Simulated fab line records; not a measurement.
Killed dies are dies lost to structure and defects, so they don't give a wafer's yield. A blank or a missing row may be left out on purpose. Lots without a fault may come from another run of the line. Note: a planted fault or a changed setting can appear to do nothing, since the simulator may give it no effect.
Matching of chambers / flow n5 finfet / N5_BEOL_M11_DESCUM_16 on rie diel-06: 4 sister chambers
The step chemistry O2, time 7.9 s. 4 wafers are shown with their chamber, then 10 later ones without.

EACH WAFER AND ITS CHAMBER
wafer=L088.5; chamber=2; drypump motor current A (A)=5.7
wafer=L088.6; chamber=3; drypump motor current A (A)=5.9
wafer=L090.2; chamber=1; drypump motor current A (A)=6.2
wafer=L090.4; chamber=0; drypump motor current A (A)=5.5

WAFERS MISSING THEIR CHAMBER
wafer=L090.6; drypump motor current A (A)=6.2
wafer=L091.1; drypump motor current A (A)=5.8
wafer=L091.2; drypump motor current A (A)=5.9
wafer=L091.4; drypump motor current A (A)=5.4
wafer=L096.1; drypump motor current A (A)=5.9
wafer=L096.3; drypump motor current A (A)=5.5
wafer=L096.4; drypump motor current A (A)=6.2
wafer=L097.2; drypump motor current A (A)=5.4
wafer=L097.4; drypump motor current A (A)=5.8
wafer=L097.6; drypump motor current A (A)=5.4

CHAMBER TAKEN BY EACH
wafer=L090.6; from the rows above=1; in truth=1
wafer=L091.1; from the rows above=can't be placed: 2 or 3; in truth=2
wafer=L091.2; from the rows above=3; in truth=3
wafer=L091.4; from the rows above=0; in truth=0
wafer=L096.1; from the rows above=3; in truth=3
wafer=L096.3; from the rows above=0; in truth=0
wafer=L096.4; from the rows above=1; in truth=1
wafer=L097.2; from the rows above=0; in truth=0
wafer=L097.4; from the rows above=can't be placed: 2 or 3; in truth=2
wafer=L097.6; from the rows above=0; in truth=0
Correctly placed: 8 of 10. Can't be placed from these rows: 2 (the true chamber is among the candidates in 2). 0 placed wrongly.
How it was worked out, from the rows above alone: a wafer's distance from a chamber is the root of the sum, over the readings, of the square of ((its reading less the chamber's mean) divided by the reading's scatter). If the next closest chamber is less than 2 further off than the closest, the wafer can't be placed; otherwise it belongs to the closest. Each chamber's mean is taken over the wafers shown for it. The scatter: root of mean squared gap, hidden wafer to nearest shown wafer, with one shown wafer a chamber.
